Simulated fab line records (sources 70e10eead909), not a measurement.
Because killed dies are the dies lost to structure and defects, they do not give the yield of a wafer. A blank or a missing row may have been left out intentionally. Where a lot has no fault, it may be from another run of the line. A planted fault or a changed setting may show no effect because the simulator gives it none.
Chamber matching | flow nandHarc | NHARC_A_CHANNEL_HOLE_D1_DEP_01 on pecvd-01 has 3 sister chambers
The step deposits SiON, target thk 140 nm. 3 wafers are shown with their chamber, then 7 later ones without.

## WAFERS PAIRED WITH THEIR CHAMBERS
wafer  | chamber | heaterPowerW (W)
L085.5 | 1       | 914
L093.1 | 2       | 612
L093.5 | 0       | 907

## WAFERS WITHOUT THEIR CHAMBER
wafer  | heaterPowerW (W)
L093.6 | 605
L094.2 | 692
L094.4 | 724
L094.6 | 724
L097.2 | 915
L097.3 | 925
L097.5 | 927

## THE CHAMBER EACH PASSED THROUGH
wafer  | from the rows above          | in truth
L093.6 | 2                            | 2
L094.2 | 2                            | 2
L094.4 | can't be placed: 2 or 0 or 1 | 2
L094.6 | can't be placed: 2 or 0 or 1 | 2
L097.2 | can't be placed: 1 or 0      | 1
L097.3 | can't be placed: 1 or 0      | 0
L097.5 | can't be placed: 1 or 0      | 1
Placed correctly: 2 of 7. Can't be placed from these rows: 5 (the true chamber is among the candidates in 5). Placed wrongly: 0.
How it was worked out, from the rows above alone: a wafer's distance from a chamber is the root of the sum, over the readings, of the square of ((its reading less the chamber's mean) divided by the reading's scatter). If the next closest chamber is less than 2 further off than the closest, the wafer can't be placed; otherwise it belongs to the closest. For every chamber, the mean is computed from those of its wafers that are shown. The scatter: with one shown wafer a chamber, the root of the mean of the squares of how far each hidden wafer lies from its nearest shown one.
